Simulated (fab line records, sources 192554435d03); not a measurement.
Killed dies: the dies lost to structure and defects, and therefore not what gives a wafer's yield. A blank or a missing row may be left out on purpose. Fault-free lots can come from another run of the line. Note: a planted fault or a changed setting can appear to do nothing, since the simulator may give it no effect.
fab line records    flow n5_finfet
record lots=6  wafers=16  last_day=17
route steps=1938 shown BEOL_M1@789 BEOL_M4@1111 PASSIVATION@1936
lots with no fault: from the same line, run without faults
start_h: hours from the record's opening day to when the first of the lot's shown wafers began    wait_h: hours since the lot's step before    " the same as in the row above    L1.1+2: a single row standing in for several wafers    - no value present, or no start provided    * or withheld: withheld    < > ~ a bound
route shown NAME@n: a module of which the file shows steps, and the number in the route of the first    usual: mean/standard deviation taken from wafers without a fault    same: alike in all rows    chamber/n: place in a boat    sites: readings site by site    _std_site: their standard deviation    _edge_site: the outer-site mean with the inner-site mean subtracted    radius_mm: how far each site lies from the wafer's centre    mask NAME#n: copy n    behind: the most recent tool/chamber to have shaped the wafer    hold: the reason the lot was held/the length of the hold in hours/how it ended    device: the transistor (n, p or np) that didn't switch    end of line: tests run on the same wafers once the route is complete    a step given without rows: its recipe and nothing more    killed: at the first sort, the dies lost to defects and structure; wafer yield is something else    map: the dies of a wafer, with x for killed, . for not killed, _ for no die there
set.NAME: setting as actually run; set.NAME@STEP: the setting as run at that earlier step    model.NAME: the simulator's own value behind a step, which no gauge read
lots at some steps of the route; a table a step, a row a wafer
services: from which hour (start_h, from the record's first day; less than 0 if before it) a tool's chamber was out of use, for how many hours, and why
## steps
# step N5_BEOL_M1_DESCUM_33
# recipe chemistry=O2  time_s=7  source_power_w=50  bias_power_w=20  pressure_mtorr=20  rf_frequency_hz=2.712e+07  temp_c=40  resist=CAR-EUV  o2_flow_sccm=225
# usual drypump_motor_current_A=5.7/0.58  oes_product_au=0.82/0.08  rf_vpp_V=243.3/1.3  showerhead_plenum_p_Torr=2.11/0.055  throttle_valve_pct=20.35/0.28
lot.wafer  tool         chamber  start_h  wait_h  drypump_motor_current_A  oes_product_au  rf_hours_counter_h  rf_vpp_V  showerhead_plenum_p_Torr  throttle_valve_pct
L491.1     rie_diel-03  1        145.35   0.0     5.0                      0.85            86                  241.8     2.03                      20.68
L491.4     "            2        "        "       5.1                      0.81            79                  243.5     2.14                      20.49
L491.5     "            0        "        "       5.5                      0.99            -                   243.9     2.14                      20.24
L494.2     rie_diel-06  2        163.31   0.0     5.9                      0.75            152                 244.1     2.16                      20.22
L494.4     "            1        "        "       5.2                      0.97            4                   242.0     2.15                      20.47
L494.5     "            0        "        "       6.6                      0.92            -                   243.7     2.13                      19.78
L495.1     rie_diel-06  1        169.90   0.0     5.2                      0.95            6                   244.5     2.14                      20.49
L495.2     "            0        "        "       6.6                      0.92            29                  243.4     2.13                      19.79
L495.4     "            2        "        "       6.0                      0.76            154                 243.1     2.16                      20.21
L496.1     rie_diel-03  2        176.89   0.0     5.1                      0.80            89                  243.7     2.13                      20.51
L496.2     "            3        "        "       4.7                      0.77            132                 241.8     2.02                      20.53
L496.4     "            3        "        "       4.7                      0.77            -                   243.3     2.02                      20.51
L504.1     rie_diel-01  3        220.99   0.0     6.2                      0.85            53                  241.9     2.05                      20.14
L504.4     "            0        "        "       6.0                      0.71            185                 242.6     2.10                      20.79
L505.3     rie_diel-06  3        233.60   0.0     6.0                      0.76            163                 242.2     2.10                      20.48
L505.5     "            1        "        "       5.2                      0.89            -                   244.1     2.14                      20.50
# step N5_BEOL_M1_ETCH_77
# recipe chemistry=N2/H2  target=underlayer  target_depth_a=65  mask_material=CAR-EUV  time_s=5.2  ion_energy_ev=200  pressure_mtorr=30  source_w=840  bias_w=150  n2_flow_sccm=200  h2_flow_sccm=200  ends=cleared
# step N5_BEOL_M1_ETCH_69
# recipe chemistry=CF4  target=SiARC  target_depth_a=156  mask_material=CAR-EUV  time_s=26  ion_energy_ev=80  pressure_mtorr=40  source_w=545  bias_w=36  Ar_flow_sccm=100  cf4_flow_sccm=100  ends=cleared
# step N5_BEOL_M1_ALD_98
# recipe material=SiO2  target_thk_a=25  temp_c=100  ald_precursor_family=BDEAS  ald_co_reactant=O2-plasma  pulse_time_s=1  co_reactant_pulse_time_s=1  purge_time_s=2  co_reactant_purge_time_s=2  ald_cycles=17  pressure_torr=2
# step N5_BEOL_M1_ETCHBACK_99
# recipe chemistry=CHF3  target=SiO2  target_depth_a=50  time_s=10.4  source_w=215  bias_w=47  Ar_flow_sccm=200  CHF3_flow_sccm=12  ion_energy_ev=100  pressure_mtorr=30
# usual drypump_motor_current_A=5.8/0.47  oes_product_au=0.79/0.077  rf_vpp_V=242.7/2.8  showerhead_plenum_p_Torr=2.14/0.07  throttle_valve_pct=17.04/0.25
lot.wafer  tool         chamber  start_h  wait_h  drypump_motor_current_A  oes_product_au  rf_hours_counter_h  rf_vpp_V  showerhead_plenum_p_Torr  throttle_valve_pct
L491.1     rie_diel-06  0        155.13   9.6     6.6                      0.93            23                  238.7     2.19                      16.42
L491.4     "            3        "        "       6.0                      0.75            -                   245.5     2.15                      16.90
L491.5     "            0        "        "       6.6                      0.93            -                   239.5     2.19                      16.42
L494.2     rie_diel-01  3        175.60   12.1    6.2                      0.87            38                  242.3     2.09                      16.66
L494.4     "            1        "        "       5.8                      0.72            189                 240.7     2.06                      17.27
L494.5     "            3        "        "       6.2                      0.88            -                   243.1     2.09                      16.64
L495.1     rie_diel-06  0        175.88   5.8     6.6                      0.91            31                  239.3     2.19                      16.44
L495.2     "            2        "        "       6.0                      0.74            156                 243.9     2.27                      17.16
L495.4     "            1        "        "       5.2                      0.96            9                   236.1     2.22                      17.18
L496.1     rie_diel-03  0        183.96   6.9     5.5                      0.93            15                  246.6     2.19                      16.87
L496.2     "            1        "        "       5.0                      0.83            96                  242.0     2.08                      17.25
L496.4     "            2        "        "       5.1                      0.80            91                  238.4     2.18                      17.01
L504.1     rie_diel-01  1        227.30   5.9     5.8                      0.72            204                 240.3     2.06                      17.28
L504.4     "            2        "        "       5.8                      0.76            115                 245.0     2.25                      17.13
L505.3     rie_diel-01  2        235.51   1.7     5.8                      0.76            117                 244.0     2.25                      17.14
L505.5     "            3        "        "       6.3                      0.84            -                   243.2     2.09                      16.68
# step N5_BEOL_M1_ETCH_70
# recipe chemistry=N2/H2  target=SOC  target_depth_a=800  overetch_a=160  mask_material=SiARC  temp_c=40  time_s=120  ion_energy_ev=200  pressure_mtorr=30  source_w=840  bias_w=150  n2_flow_sccm=200  h2_flow_sccm=200
# usual drypump_motor_current_A=5.8/0.47  h2_flow_sccm=200.0/0.6  oes_product_au=0.60/0.056  rf_vpp_V=523.6/2.5  showerhead_plenum_p_Torr=2.54/0.081  throttle_valve_pct=17.78/0.26
lot.wafer  tool         chamber  start_h  wait_h  drypump_motor_current_A  h2_flow_sccm  oes_product_au  rf_hours_counter_h  rf_vpp_V  showerhead_plenum_p_Torr  throttle_valve_pct
L491.1     rie_diel-06  0        155.17   0.0     6.6                      199.0         0.71            23                  526.7     2.61                      17.30
L491.4     "            3        "        "       6.0                      200.2         0.58            -                   522.8     2.54                      17.63
L491.5     "            0        "        "       6.6                      199.1         0.71            -                   523.9     2.61                      17.30
L494.2     rie_diel-01  3        175.63   0.0     6.3                      199.8         0.68            38                  520.5     2.47                      17.32
L494.4     "            1        "        "       5.8                      199.8         0.55            189                 518.3     2.43                      17.99
L494.5     "            3        "        "       6.3                      200.4         0.67            -                   523.8     2.47                      17.32
L495.1     rie_diel-06  0        175.91   0.0     6.6                      200.4         0.70            31                  525.1     2.61                      17.30
L495.2     "            2        "        "       6.0                      200.1         0.57            156                 526.3     2.65                      17.80
L495.4     "            1        "        "       5.2                      200.2         0.71            9                   525.9     2.61                      17.93
L496.1     rie_diel-03  0        183.99   0.0     5.5                      199.0         0.71            15                  524.7     2.61                      17.67
L496.2     "            1        "        "       5.0                      200.3         0.63            96                  521.3     2.46                      18.03
L496.4     "            2        "        "       5.1                      199.5         0.61            91                  525.9     2.58                      17.84
L504.1     rie_diel-01  1        227.34   0.0     5.8                      199.3         0.55            204                 520.9     2.43                      18.04
L504.4     "            2        "        "       5.9                      200.2         0.59            115                 526.2     2.66                      17.77
L505.3     rie_diel-01  2        235.55   0.0     5.9                      199.7         0.59            117                 527.3     2.66                      17.78
L505.5     "            3        "        "       6.3                      200.1         0.65            -                   522.3     2.46                      17.36
# step N5_BEOL_M1_STRIP_71
# recipe chemistry=N2/H2  temp_c=40  n2_flow_sccm=200  h2_flow_sccm=200  rf_frequency_hz=6e+07
# step N5_BEOL_M1_STRIP_78
# recipe chemistry=N2/H2  temp_c=40  n2_flow_sccm=200  h2_flow_sccm=200  rf_frequency_hz=6e+07
# step N5_BEOL_M1_VIA_ETCH_34
# recipe chemistry=C4F6/O2  target_depth_a=678  mask_material=SOC  pressure_mtorr=15  ion_energy_ev=250  taper_deg=4  time_s=64.4  source_w=350  bias_w=170  Ar_flow_sccm=300  C4F6_flow_sccm=10  O2_flow_sccm=10
# usual C4F6_flow_sccm=10.00/0.032  drypump_motor_current_A=5.8/0.47  oes_product_au=0.79/0.077  rf_vpp_V=671/7.4  showerhead_plenum_p_Torr=2.83/0.09  throttle_valve_pct=30.70/0.29
lot.wafer  tool         chamber  start_h  wait_h  C4F6_flow_sccm  drypump_motor_current_A  oes_product_au  rf_hours_counter_h  rf_vpp_V  showerhead_plenum_p_Torr  throttle_valve_pct
L491.1     rie_diel-06  0        155.27   0.0     9.96            6.6                      0.93            23                  661       2.89                      30.05
L491.4     "            3        "        "       10.02           6.0                      0.76            -                   675       2.84                      30.60
L491.5     "            0        "        "       9.96            6.6                      0.94            -                   664       2.89                      30.06
L494.2     rie_diel-01  3        175.73   0.0     10.04           6.3                      0.88            38                  672       2.77                      30.24
L494.4     "            1        "        "       9.95            5.8                      0.72            189                 667       2.73                      31.02
L494.5     "            3        "        "       9.99            6.3                      0.89            -                   672       2.77                      30.24
L495.1     rie_diel-06  0        176.01   0.0     10.02           6.6                      0.92            31                  663       2.89                      30.05
L495.2     "            2        "        "       9.97            5.9                      0.74            156                 677       2.98                      30.80
L495.4     "            1        "        "       9.98            5.2                      0.95            9                   653       2.93                      31.05
L496.1     rie_diel-03  0        184.09   0.0     10.07           5.5                      0.92            15                  682       2.90                      30.56
L496.2     "            1        "        "       9.99            5.0                      0.82            96                  671       2.74                      31.08
L496.4     "            2        "        "       10.00           5.1                      0.80            91                  660       2.87                      30.79
L504.1     rie_diel-01  1        227.44   0.0     9.99            5.8                      0.71            204                 666       2.72                      31.05
L504.4     "            2        "        "       9.97            5.9                      0.76            115                 675       2.97                      30.68
L505.3     rie_diel-01  2        235.65   0.0     10.00           5.8                      0.76            117                 677       2.97                      30.69
L505.5     "            3        "        "       10.05           6.2                      0.85            -                   671       2.76                      30.25
# step N5_BEOL_M1_STRIP_83
# recipe chemistry=C4F6/O2  resist=SiARC  rf_frequency_hz=6e+07
# step N5_BEOL_M1_STRIP_36
# recipe chemistry=N2/H2  power_w=450  temp_c=40  pressure_mtorr=20  rf_frequency_hz=6e+07  overash_fraction=0.3  bias_power_w=7  h2_frac=0.5  n2_flow_sccm=200  h2_flow_sccm=200
# step N5_BEOL_M1_TRENCH_ETCH_37
# recipe chemistry=C4F6/O2  target_depth_a=552.07  target=SiOC  time_s=29  ion_energy_ev=250  pressure_mtorr=30  source_w=355  bias_w=185  Ar_flow_sccm=300  C4F6_flow_sccm=10  O2_flow_sccm=10
# usual C4F6_flow_sccm=10.00/0.032  drypump_motor_current_A=5.8/0.47  oes_product_au=0.79/0.076  rf_vpp_V=671/7.7  showerhead_plenum_p_Torr=2.84/0.09  throttle_valve_pct=20.83/0.25
lot.wafer  tool         chamber  start_h  wait_h  C4F6_flow_sccm  drypump_motor_current_A  oes_product_au  rf_hours_counter_h  rf_vpp_V  showerhead_plenum_p_Torr  throttle_valve_pct
L491.1     rie_diel-06  0        -        -       9.99            6.6                      0.93            23                  663       2.90                      20.19
L491.4     "            3        "        "       9.96            6.0                      0.76            -                   674       2.84                      20.67
L491.5     "            0        "        "       9.96            6.6                      0.93            -                   665       2.90                      20.19
L494.2     rie_diel-01  3        -        -       9.94            6.3                      0.88            39                  672       2.77                      20.42
L494.4     "            1        "        "       10.02           5.8                      0.72            189                 666       2.73                      21.06
L494.5     "            3        "        "       9.96            6.3                      0.88            -                   671       2.77                      20.43
L495.1     rie_diel-06  0        -        -       9.93            6.6                      0.92            31                  663       2.89                      20.23
L495.2     "            2        "        "       10.04           5.9                      0.75            156                 677       2.99                      20.95
L495.4     "            1        "        "       9.97            5.2                      0.96            9                   654       2.94                      21.07
L496.1     rie_diel-03  0        -        -       10.05           5.5                      0.93            15                  682       2.90                      20.70
L496.2     "            1        "        "       9.97            5.0                      0.83            96                  671       2.75                      21.05
L496.4     "            2        "        "       9.97            5.1                      0.80            91                  659       2.88                      20.82
L504.1     rie_diel-01  1        -        -       10.02           5.8                      0.71            204                 666       2.73                      21.08
L504.4     "            2        "        "       9.98            5.9                      0.77            115                 676       2.98                      20.91
L505.3     rie_diel-01  2        -        -       10.04           5.9                      0.76            118                 677       2.97                      20.91
L505.5     "            3        "        "       9.94            6.2                      0.85            -                   670       2.76                      20.47
# step N5_BEOL_M1_ETCH_41
# recipe chemistry=CH3F/O2  target=SiCN  target_depth_a=319  taper_deg=2  time_s=57.8  ion_energy_ev=120  mask_material=TiN  pressure_mtorr=30  source_w=395  bias_w=75  Ar_flow_sccm=150  CH3F_flow_sccm=30  O2_flow_sccm=20
# usual drypump_motor_current_A=5.8/0.47  oes_product_au=0.79/0.075  rf_vpp_V=297.3/1.6  showerhead_plenum_p_Torr=1.99/0.065  throttle_valve_pct=16.30/0.24
lot.wafer  tool         chamber  start_h  wait_h  drypump_motor_current_A  oes_product_au  rf_hours_counter_h  rf_vpp_V  showerhead_plenum_p_Torr  throttle_valve_pct  model.etch.depth_nm
L491.1     rie_diel-06  0        155.40   -       6.6                      0.93            23                  298.8     2.04                      15.69               21.78
L491.4     "            3        "        "       6.0                      0.75            -                   296.2     2.00                      16.19               21.16
L491.5     "            0        "        "       6.6                      0.93            -                   297.6     2.04                      15.68               21.86
L494.2     rie_diel-01  3        175.86   -       6.2                      0.88            39                  296.0     1.95                      15.92               21.83
L494.4     "            1        "        "       5.8                      0.72            189                 294.9     1.92                      16.51               21.89
L494.5     "            3        "        "       6.2                      0.88            -                   296.5     1.95                      15.92               21.83
L495.1     rie_diel-06  0        176.14   -       6.6                      0.91            31                  298.1     2.03                      15.71               21.62
L495.2     "            2        "        "       5.9                      0.74            156                 299.0     2.10                      16.37               21.18
L495.4     "            1        "        "       5.2                      0.94            9                   296.3     2.07                      16.42               22.35
L496.1     rie_diel-03  0        184.22   -       5.5                      0.93            15                  298.7     2.04                      16.13               22.25
L496.2     "            1        "        "       5.0                      0.82            96                  295.3     1.93                      16.48               22.58
L496.4     "            2        "        "       5.1                      0.80            91                  298.9     2.03                      16.26               22.38
L504.1     rie_diel-01  1        227.57   -       5.8                      0.97            204                 295.9     1.91                      16.54               34.55
L504.4     "            2        "        "       5.9                      0.76            115                 298.0     2.10                      16.39               21.38
L505.3     rie_diel-01  2        235.78   -       5.8                      0.77            118                 298.7     2.09                      16.39               21.6
L505.5     "            3        "        "       6.2                      1.15            -                   296.4     1.94                      15.96               33.89
# step N5_BEOL_M1_STRIP_97
# recipe chemistry=N2/H2  time_s=10  power_w=450  temp_c=40  pressure_mtorr=20  rf_frequency_hz=6e+07  bias_power_w=7  n2_flow_sccm=200  h2_flow_sccm=200
# step N5_BEOL_M4_RC_MEAS_101
# usual DIBL_N=36.6/1.9  DIBL_P=36.7/2.2  IOFF_N=0.16/0.035  IOFF_P=0.22/0.038  ION_N=672/14  ION_P=462/8.3  SS_N=71.6/0.65  SS_P=73.5/0.72  VT_N=250/3.5  VT_P=-250/3.1
lot.wafer  tool       chamber  start_h  wait_h  DIBL_N[mV/V]  DIBL_P[mV/V]  IOFF_N[nA/um]  IOFF_P[nA/um]  ION_N[uA/um]  ION_P[uA/um]  SS_N[mV/dec]  SS_P[mV/dec]  VT_N[mV]  VT_P[mV]
L491.1     prober-02  0        213.09   0.0     37.2          37.7          0.17           0.23           687           473           71.9          73.8          248       -251
L491.4     "          0        "        "       37.3          38.8          0.18           0.25           663           464           72.0          73.3          249       -246
L491.5     "          0        "        "       34.1          34.8          0.12           0.18           682           464           71.7          73.3          255       -252
L494.2     prober-02  0        226.61   0.2     34.6          34.5          0.13           0.19           665           456           71.6          73.2          252       -251
L494.4     "          0        "        "       37.6          39.3          0.20           0.27           708           481           72.0          75.1          247       -246
L494.5     "          0        "        "       34.7          34.1          0.14           0.18           654           457           71.1          73.0          252       -252
L495.1     prober-01  0        236.85   0.0     38.4          38.8          0.20           0.22           678           456           72.8          73.3          245       -251
L495.2     "          0        "        "       39.2          40.2          0.22           0.25           703           469           71.9          73.7          246       -251
L495.4     "          0        "        "       40.0          40.8          0.23           0.26           682           458           73.2          74.5          245       -248
L496.1     prober-01  0        238.46   0.0     37.5          37.2          0.16           0.23           672           461           71.6          73.0          251       -250
L496.2     "          0        "        "       34.7          34.3          0.12           0.17           664           463           71.3          72.4          255       -253
L496.4     "          0        "        "       36.8          36.2          0.15           0.21           670           461           71.6          72.9          250       -251
L504.1     prober-01  0        291.00   0.0     35.8          37.3          0.15           0.24           676           466           71.3          74.4          251       -247
L504.4     "          0        "        "       35.6          36.4          0.15           0.21           656           456           71.5          72.8          253       -249
L505.3     prober-02  0        293.45   0.3     35.8          37.5          0.17           0.23           675           468           71.0          73.6          252       -250
L505.5     "          0        "        "       37.8          39.9          0.21           0.29           677           461           72.5          75.2          246       -245
# step N5_PASSIVATION_PROBE_49
# usual defect_limited_yield=91.6/1.4  killed_at_M0_to_M3=35/10  killed_at_M4_up=13/4.8  killed_at_contacts=12/7.2  killed_at_front_end=36/12  killed_at_other=4/3.1  killed_dies=100/17  killed_open=66/13  killed_short=32/7.3  sort_bin_5_function=5.0/0.94  sort_bin_6_memory=3.1/0.67  sort_n_pass=1080/17  sort_yield_pct=91.6/1.4
# same gross_dies=1180  killed_at_back_side=0  sort_bin_4_leakage[%]=0  sort_bin_8_speed[%]=0
lot.wafer  tool       chamber  start_h  wait_h  defect_limited_yield[%]  killed_at_M0_to_M3  killed_at_M4_up  killed_at_contacts  killed_at_front_end  killed_at_other  killed_dies  killed_open  killed_short  sort_bin_5_function[%]  sort_bin_6_memory[%]  sort_n_pass  sort_yield_pct[%]
L496.1     prober-02  -        371.37   0.0     91.8                     22                  17               17                  38                   3                97           71           26            5.0                     2.6                   1083         91.8
L496.2     prober-02  -        371.42   0.1     90.9                     21                  14               10                  62                   0                107          71           35            5.6                     3.1                   1073         90.9
L496.4     prober-02  -        371.52   0.2     90.7                     19                  14               9                   65                   3                110          71           39            5.8                     3.1                   1070         90.7
L504.1     prober-01  -        412.09   0.0     92.6                     27                  9                13                  32                   6                87           52           35            4.2                     2.8                   1093         92.6
# killed by level:class
L496.1 MOL_CONTACT_COAG:geometric_particle:open=14 BEOL_M4:geometric_particle:open=13 STI_FIN_REVEAL:geometric_particle:open=12 BEOL_M2:geometric_particle:open=10 FIN_SAQP:geometric_particle:open=5 STI_FIN_REVEAL:geometric_particle:short=4 ILD0:geometric_particle:open=4 ILD0:geometric_particle:short=3
L496.2 STI_FIN_REVEAL:geometric_particle:open=22 FIN_SAQP:geometric_particle:open=6 MOL_CONTACT_COAG:geometric_particle:open=6 BEOL_M4:geometric_particle:open=6 BEOL_M0_SAQP:geometric_particle:open=6 STI_FIN_REVEAL:geometric_particle:short=5 STARTING-WAFER:geometric_particle:short=5 FIN_SAQP:geometric_particle:short=4
L496.4 STI_FIN_REVEAL:geometric_particle:open=17 FIN_SAQP:geometric_particle:short=13 MOL_CONTACT_COAG:geometric_particle:open=9 DUMMY_GATE:geometric_particle:open=7 BEOL_M4:geometric_particle:open=7 FIN_SAQP:geometric_particle:open=6 BEOL_M1:geometric_particle:open=6 STI_FIN_REVEAL:geometric_particle:short=5
L504.1 MOL_CONTACT_COAG:geometric_particle:open=11 STI_FIN_REVEAL:geometric_particle:open=9 BEOL_M0_SAQP:geometric_particle:short=7 BEOL_M3:geometric_particle:open=5 FIN_SAQP:geometric_particle:short=4 GATE_CUT:geometric_particle:short=4 BEOL_M0_SAQP:geometric_particle:open=4 STARTING-WAFER:geometric_particle:open=3
## services
tool         chamber  start_h  hours  kind
rie_diel-06  1        125.06   -      clean
rie_diel-06  1        125.06   -      consumable_replace:focus_ring
rie_diel-06  1        125.06   11.0   scheduled_down
rie_diel-06  1        125.06   11.0   vent_cycle
rie_diel-03  -        143.10   1.2    repair
rie_diel-06  1        151.90   8.1    repair
rie_diel-01  -        164.46   0.3    repair
rie_diel-06  3        170.12   4.2    repair
rie_diel-06  2        224.10   3.8    repair
## key
first_sign step=N5_BEOL_M1_ETCH_41  reading=oes_product_au  direction=up  sigmas=3.6  usual=0.79  struck=1.06
effect none on later readings
model_effect step=N5_BEOL_M1_ETCH_41  value=etch.depth_nm  without=22.04  struck=34.22
met_at N5_BEOL_M1_ETCH_41
struck_wafers L504.1,L505.5
onset_between 175.86 227.57
fault kind=process_parameter_drift  tool=rie_diel-01  chamber=-  onset_h=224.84  steps=N5_BEOL_M1_ETCH_41  channel=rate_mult  offset=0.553  shape=step  end_h=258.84  scope=struck_wafers_only
